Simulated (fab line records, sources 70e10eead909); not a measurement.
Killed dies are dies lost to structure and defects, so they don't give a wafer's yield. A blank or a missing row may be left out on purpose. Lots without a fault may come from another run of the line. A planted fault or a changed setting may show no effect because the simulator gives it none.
fab line records | flow nand_harc
record lots=10 wafers=30 last_day=24
route steps=1159 shown A_M1@1044 A_BONDPAD@1069 END@1159
lots that met no fault: from a run of the same line without faults
start_h: hours from the record's first day to the start of the lot's first wafer shown | wait_h: hours since the lot's step before | " the same as in the row above | L1.1+2: a row that stands for several wafers | - no value, or no start given | * or withheld: withheld | < > ~ a bound
route shown NAME@n: a module of which the file shows steps, and the number in the route of the first | usual: mean/standard deviation of fault-free wafers | same: alike in all rows | chamber/n: place in a boat | sites: the reading at each site | _std_site: their standard deviation | _edge_site: outer sites' mean less inner sites' | radius_mm: how far each site lies from the wafer's centre | mask NAME#n: copy n | behind: the tool/chamber that last shaped the wafer | hold: why the lot was held/for how many hours/how that ended | device: the transistor (n, p or np) that didn't switch | end of line: the same wafers' tests at the end of the route | a step without rows: its recipe alone | killed: dies lost to structure and defects at the first sort, not the wafer's yield | map: a wafer's dies, x killed, . not, _ none there
set.NAME: the setting as run; set.NAME@STEP: as run at that earlier step | model.NAME: the simulator's own value behind a step, which no gauge read
steps of the route over a sample of lots; a table a step, a row a wafer
services: from which hour (start_h, from the record's first day; less than 0 if before it) a tool's chamber was out of use, for how many hours, and why
## steps
# step NHARC_A_M1_ETCH_28
# recipe target_depth_a=300 over_etch_frac=0.3 time_s=72.99 ion_energy_ev=150 cf4_flow_sccm=50 n2_flow_sccm=100 ar_flow_sccm=150 rf_w=300 bias_w=100 chemistry=CF4/N2
# usual drypump_motor_current_A=5.8/0.51 oes_product_au=1.005/0.015 rf_vpp_V=314.1/1.8 showerhead_plenum_p_Torr=2.61/0.094 throttle_valve_pct=19.795/0.0087
# columns lot.wafer tool chamber start_h wait_h drypump_motor_current_A oes_product_au rf_hours_counter_h rf_vpp_V showerhead_plenum_p_Torr throttle_valve_pct
L825.3 rie_diel-05 1 - - 6.7 0.977 5 314.0 2.62 19.796
L825.1 " 3 " " 5.2 1.009 4 311.4 2.48 19.803
L825.6 " 1 " " 6.7 0.968 - 313.9 2.62 19.788
L826.3 rie_diel-11 1 - - 5.4 1.011 3 312.0 2.50 19.791
L826.2 " 2 " " 6.5 1.007 3 312.6 2.58 19.797
L826.5 " 1 " " 5.4 0.995 - 312.4 2.50 19.796
L828.3 rie_diel-05 0 - - 6.3 1.001 4 311.8 2.60 19.793
L828.4 " 2 " " 5.5 0.995 6 313.5 2.61 19.798
L828.6 " 0 " " 6.3 0.996 - 314.2 2.60 19.784
L827.2 rie_diel-05 3 - - 5.2 0.994 5 312.4 2.48 19.799
L827.4 " 0 " " 6.4 0.999 4 314.3 2.60 19.802
L827.6 " 3 " " 5.2 1.000 - 311.7 2.48 19.813
L836.4 rie_diel-11 3 - - 5.7 1.004 8 315.0 2.59 19.797
L836.2 " 0 " " 5.5 1.016 9 314.8 2.59 19.805
L836.1 " 2 " " 6.5 1.002 8 312.6 2.58 19.783
L840.1 rie_diel-05 0 - - 6.4 1.007 10 311.7 2.59 19.786
L840.3 " 1 " " 6.7 0.988 12 313.5 2.61 19.802
L840.6 " 3 " " 5.2 0.993 - 311.1 2.48 19.788
L842.1 rie_diel-12 1 - - 6.0 1.019 3 317.5 2.82 19.783
L842.3 " 3 " " 5.7 1.011 3 317.5 2.73 19.805
L842.6 " 0 " " 5.0 1.021 - 314.8 2.64 19.798
L839.2 rie_diel-11 3 - - 5.7 1.015 11 313.9 2.59 19.785
L839.4 " 0 " " 5.5 1.028 11 313.1 2.58 19.821
L839.5 " 3 " " 5.7 1.026 - 313.7 2.59 19.783
L845.4 rie_diel-11 1 - - 5.4 0.979 12 313.3 2.50 19.797
L845.1 " 3 " " 5.7 1.003 12 314.9 2.59 19.800
L845.2 " 0 " " 5.4 1.011 12 313.7 2.58 19.810
L846.3 rie_diel-12 0 - - 5.0 1.028 3 313.5 2.64 19.811
L846.4 " 1 " " 6.1 1.023 3 316.6 2.82 19.797
L846.1 " 2 " " 5.6 1.013 3 313.2 2.50 19.794
# step NHARC_A_M1_DEP_33
# recipe target_thk_a=300 temp_c=370 target_thk_nm=30 pressure_torr=3 flow_sccm=200 rf_w=450 material=SiCN
# usual heater_power_w=616/59
# columns lot.wafer tool chamber start_h wait_h heater_power_w
L825.3 pecvd-01 0 416.01 0.1 650
L825.1 " 1 " " 587
L825.6 " 2 " " 591
L826.3 pecvd-04 2 419.48 0.1 561
L826.2 " 0 " " 596
L826.5 " 0 " " 598
L828.3 pecvd-04 2 421.54 0.1 572
L828.6 " 2 " " 560
L828.4 " 0 " " 627
L827.2 pecvd-03 2 422.10 0.1 711
L827.4 " 1 " " 594
L827.6 " 2 " " 719
L836.1 pecvd-04 2 482.63 0.1 545
L836.2 " 0 " " 649
L836.4 " 0 " " 630
L840.1 pecvd-03 1 518.50 0.1 596
L840.3 " 2 " " 607
L840.6 " 0 " " 625
L842.1 pecvd-04 0 521.01 0.1 679
L842.3 " 2 " " 529
L842.6 " 0 " " 675
L839.2 pecvd-03 2 521.30 0.1 652
L839.4 " 0 " " 611
L839.5 " 2 " " 673
L845.2 pecvd-01 2 527.50 0.1 622
L845.1 " 1 " " 578
L845.4 " 2 " " 645
L846.1 pecvd-04 1 532.14 0.1 640
L846.4 " 1 " " 652
L846.3 " 2 " " 555
# step NHARC_A_BONDPAD_EXPOSE_06
# recipe na=0.55 dose_mj=36.99 mask_id=A_BPAD
# usual exposure_dose_mJ_cm2=36.98/0.042
# columns lot.wafer tool chamber start_h wait_h mask exposure_dose_mJ_cm2
L825.1 krf_scanner-04 0 417.96 - A_BPAD#0 37.00
L825.3 " 0 " " A_BPAD#0 37.01
L825.6 " 0 " " A_BPAD#0 36.99
L826.2 krf_scanner-01 0 421.11 - A_BPAD#0 36.96
L826.3 " 0 " " A_BPAD#0 36.94
L826.5 " 0 " " A_BPAD#0 36.97
L828.3 krf_scanner-04 0 423.18 - A_BPAD#0 36.98
L828.4 " 0 " " A_BPAD#0 36.99
L828.6 " 0 " " A_BPAD#0 37.05
L827.2 krf_scanner-04 0 423.76 - A_BPAD#0 36.99
L827.4 " 0 " " A_BPAD#0 36.96
L827.6 " 0 " " A_BPAD#0 36.97
L836.1 krf_scanner-04 0 484.20 - A_BPAD#0 48.95
L836.2 " 0 " " A_BPAD#0 48.93
L836.4 " 0 " " A_BPAD#0 48.93
L840.1 krf_scanner-01 0 520.41 - A_BPAD#0 36.99
L840.3 " 0 " " A_BPAD#0 37.01
L840.6 " 0 " " A_BPAD#0 36.95
L842.1 krf_scanner-01 0 522.81 - A_BPAD#0 36.99
L842.3 " 0 " " A_BPAD#0 37.00
L842.6 " 0 " " A_BPAD#0 36.97
L839.2 krf_scanner-04 0 523.12 - A_BPAD#0 45.23
L839.4 " 0 " " A_BPAD#0 45.24
L839.5 " 0 " " A_BPAD#0 45.27
L845.1 krf_scanner-03 0 529.11 - A_BPAD#0 37.03
L845.2 " 0 " " A_BPAD#0 37.03
L845.4 " 0 " " A_BPAD#0 36.99
L846.1 krf_scanner-03 0 533.92 - A_BPAD#0 36.97
L846.3 " 0 " " A_BPAD#0 37.01
L846.4 " 0 " " A_BPAD#0 36.99
# step NHARC_A_BONDPAD_CD_MEAS_09
# recipe target_cd_nm=500 landing_energy_ev=500
# usual cd_nm=500.5/2.9
# columns lot.wafer tool chamber start_h wait_h cd_nm
L825.1 cd_sem-03 0 418.11 - 501.3
L825.3 " 0 " " 500.8
L825.6 " 0 " " 501.3
L826.2 cd_sem-02 0 421.25 - 501.9
L826.3 " 0 " " 499.5
L826.5 " 0 " " 496.3
L828.3 cd_sem-03 0 423.32 - 501.5
L828.4 " 0 " " 499.9
L828.6 " 0 " " 497.0
L827.2 cd_sem-03 0 423.91 - 502.2
L827.4 " 0 " " 503.8
L827.6 " 0 " " 502.9
L836.1 cd_sem-02 0 484.35 - 510.1
L836.2 " 0 " " 507.5
L836.4 " 0 " " 513.3
L840.1 cd_sem-02 0 520.56 - 501.2
L840.3 " 0 " " 500.6
L840.6 " 0 " " 497.7
L842.1 cd_sem-03 0 522.96 - 496.0
L842.3 " 0 " " 501.3
L842.6 " 0 " " 499.5
L839.2 cd_sem-03 0 523.27 - 504.5
L839.4 " 0 " " 509.1
L839.5 " 0 " " 507.5
L845.1 cd_sem-02 0 529.27 - 505.0
L845.2 " 0 " " 503.1
L845.4 " 0 " " 506.7
L846.1 cd_sem-01 0 534.07 - 496.6
L846.3 " 0 " " 497.0
L846.4 " 0 " " 495.7
# step NHARC_A_BONDPAD_STRIP_15
# recipe o2_flow_sccm=500 ar_flow_sccm=0 bias_w=0 chemistry=O2
# usual drypump_motor_current_A=5.6/0.45 o2_flow_sccm=499.8/1.4 oes_product_au=1.003/0.011 rf_vpp_V=57.9/0.9 showerhead_plenum_p_Torr=3.60/0.12 throttle_valve_pct=17.036/0.0099
# columns lot.wafer tool chamber start_h wait_h drypump_motor_current_A o2_flow_sccm oes_product_au rf_hours_counter_h rf_vpp_V showerhead_plenum_p_Torr throttle_valve_pct
L825.3 rie_diel-07 1 418.75 0.1 6.2 497.5 1.007 1 56.6 3.45 17.041
L825.1 " 3 " " 6.0 501.8 0.984 1 56.7 3.54 17.039
L825.6 " 0 " " 6.3 500.0 0.984 - 58.8 3.66 17.039
L826.2 rie_diel-07 2 421.87 0.1 5.5 498.5 1.018 1 57.3 3.33 17.034
L826.3 " 0 " " 6.3 500.6 0.987 1 58.3 3.66 17.019
L826.5 " 1 " " 6.2 500.4 1.015 - 57.7 3.45 17.045
L828.4 rie_diel-10 1 423.94 0.1 5.8 498.7 1.008 19 58.8 3.55 17.038
L828.3 " 0 " " 6.1 500.4 1.001 20 58.0 3.46 17.027
L828.6 " 1 " " 5.8 501.0 1.009 - 58.8 3.55 17.017
L827.4 rie_diel-07 3 424.74 0.1 6.0 500.8 0.993 2 58.2 3.54 17.040
L827.2 " 0 " " 6.3 500.4 0.977 2 57.0 3.66 17.045
L827.6 " 1 " " 6.2 498.1 1.004 - 57.4 3.45 17.040
L836.2 rie_diel-06 1 484.97 0.1 5.3 500.6 0.997 2 57.7 3.62 17.023
L836.4 " 2 " " 5.4 500.0 1.016 2 59.4 3.78 17.017
L836.1 " 3 " " 6.0 503.5 1.004 2 57.1 3.58 17.020
L840.1 rie_diel-06 3 521.23 0.1 6.0 498.8 1.007 3 58.5 3.58 17.022
L840.3 " 0 " " 5.0 501.1 1.008 3 59.0 3.56 17.038
L840.6 " 3 " " 6.0 500.0 1.015 - 57.5 3.58 17.049
L842.1 rie_diel-06 0 523.62 0.1 5.0 497.3 1.005 3 57.2 3.57 17.035
L842.3 " 1 " " 5.3 499.4 1.006 4 56.6 3.62 17.051
L842.6 " 2 " " 5.4 498.7 1.010 - 58.9 3.78 17.034
L839.2 rie_diel-06 1 523.93 0.1 5.4 500.6 0.989 4 58.5 3.62 17.042
L839.4 " 3 " " 6.0 502.0 1.003 4 58.0 3.58 17.039
L839.5 " 1 " " 5.3 499.5 1.001 - 56.5 3.62 17.037
L845.4 rie_diel-07 2 529.87 0.1 5.5 498.0 1.029 20 56.2 3.32 17.020
L845.1 " 3 " " 6.0 498.8 0.999 24 57.6 3.53 17.036
L845.2 " 1 " " 6.2 500.3 1.007 22 56.2 3.44 17.035
L846.3 rie_diel-06 1 534.67 0.1 5.4 501.1 1.000 4 57.8 3.62 17.032
L846.4 " 3 " " 6.0 499.1 1.020 4 57.0 3.58 17.027
L846.1 " 0 " " 5.0 500.2 1.006 4 58.7 3.56 17.038
# step NHARC_END_SORT_01
# recipe temp_c=25
# usual defect_limited_yield=95.0/1.6 killed_at_array=30/10 killed_at_other=0.5/0.82 killed_at_periphery=2.9/2 killed_dies=34/11 killed_open=3.2/1.8 killed_short=2.0/1.4 sort_bin_2_pct=1.5/0.68 sort_bin_3_pct=0.28/0.21 sort_bin_4_pct=3.1/0.97 sort_n_pass=643/11 sort_rim_yield_pct=94.6/2.9 sort_yield_pct=95.0/1.6
# same gross_dies=677 sort_bin_5_pct[%]=0 sort_bin_6_pct[%]=0 sort_bin_7_pct[%]=0 sort_bin_8_pct[%]=0 sort_rim_n_gross=106.00
# columns lot.wafer tool chamber start_h wait_h defect_limited_yield[%] killed_at_array killed_at_other killed_at_periphery killed_dies killed_open killed_short sort_bin_2_pct[%] sort_bin_3_pct[%] sort_bin_4_pct[%] sort_n_pass sort_rim_yield_pct[%] sort_yield_pct[%]
L840.1 prober-02 0 551.89 2.5 93.4 42 0 3 45 8 1 1.8 0.30 4.6 632 96.2 93.4
L840.3 prober-02 0 553.48 3.1 94.5 34 0 3 37 2 4 2.1 0.44 3.0 640 93.4 94.5
L840.6 prober-02 0 555.87 4.0 95.4 25 2 4 31 3 2 1.9 0.15 2.5 646 91.5 95.4
L839.2 prober-01 0 559.39 2.8 93.5 39 1 4 44 8 1 2.2 0 4.3 633 91.5 93.5
# killed by level:class
L840.1 A_SLIT:chamber_film_flake=14 A_CHANNEL_HOLE_D1:chamber_film_flake=12 A_CONTACT:chamber_film_flake=3 A_BLC:chamber_film_flake=3 A_ONON_D1:geometric_particle:open=2 P_M2:geometric_particle:open=1 A_SOURCE_PLATE:geometric_particle:open=1 A_ONON_D1:geometric_particle:short=1
L840.3 A_SLIT:chamber_film_flake=15 A_CHANNEL_HOLE_D1:chamber_film_flake=5 A_CONTACT:chamber_film_flake=4 A_BLC:chamber_film_flake=4 A_WL_FILL:geometric_particle:short=2 P_M0:geometric_particle:short=1 A_ONON_D1:geometric_particle:short=1 A_CONTACT:geometric_particle:open=1
L840.6 A_SLIT:chamber_film_flake=14 A_CHANNEL_HOLE_D1:chamber_film_flake=4 A_STAIRCASE:chamber_film_flake=3 P_CONTACT:geometric_particle:open=1 P_M0:geometric_particle:short=1 A_SOURCE_PLATE:geometric_particle:open=1 A_CHANNEL_FILL_D1:geometric_particle:short=1 A_M0:geometric_particle:open=1
L839.2 A_SLIT:chamber_film_flake=15 A_STAIRCASE:chamber_film_flake=10 A_CHANNEL_HOLE_D1:chamber_film_flake=5 A_CONTACT:geometric_particle:open=3 P_M0:geometric_particle:open=2 A_CONTACT:chamber_film_flake=2 P_M1:geometric_particle:open=1 A_WL_FILL:geometric_particle:open=1
## services
# columns tool chamber start_h hours kind
krf_scanner-01 - 397.22 0.4 repair
krf_scanner-01 - 399.10 0.5 repair
rie_diel-07 0 399.53 2.7 repair
pecvd-03 0 404.05 22.6 repair
rie_diel-07 - 405.22 9.0 pm
pecvd-04 - 410.43 0.7 repair
pecvd-04 - 414.04 1.8 repair
pecvd-01 - 418.14 13.0 pm
rie_diel-06 - 418.20 9.0 pm
krf_scanner-01 - 428.00 4.0 pm
rie_diel-05 3 428.57 16.1 repair
rie_diel-07 1 431.74 1.5 repair
pecvd-04 1 433.42 4.3 repair
rie_diel-05 1 452.48 8.6 repair
rie_diel-05 - 455.33 0.5 repair
pecvd-03 1 460.76 18.1 repair
krf_scanner-04 - 470.00 4.0 pm
pecvd-03 - 473.09 13.0 pm
krf_scanner-01 - 493.44 0.5 repair
rie_diel-06 0 496.44 15.7 repair
pecvd-03 - 504.33 0.4 repair
rie_diel-06 2 517.61 4.1 repair
rie_diel-05 - 517.62 9.0 pm
pecvd-04 0 531.00 5.6 repair
## key
first_sign step=NHARC_A_BONDPAD_EXPOSE_06 reading=exposure_dose_mJ_cm2 direction=up sigmas=99+ usual=36.98 struck=47.09
effect step=NHARC_A_BONDPAD_CD_MEAS_09 reading=cd_nm direction=up sigmas=2.8 usual=500.5 struck=508.7 through=control_loop
met_at NHARC_A_BONDPAD_EXPOSE_06
struck_lots L836,L839
loop_trim step=NHARC_A_BONDPAD_EXPOSE_06 setting=dose lots=L839
not_acting_at NHARC_A_M1_ETCH_28,NHARC_A_M1_DEP_33,NHARC_A_BONDPAD_STRIP_15
onset_between 423.76 484.20
fault kind=process_parameter_drift tool=krf_scanner-04 chamber=- onset_h=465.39 steps=NHARC_A_BONDPAD_EXPOSE_06 channel=dose_mj offset=11.981 shape=step acts_in=these_recipes_only stated=36.99
# loop_trim: a control loop set the setting to another value than it would have without faults
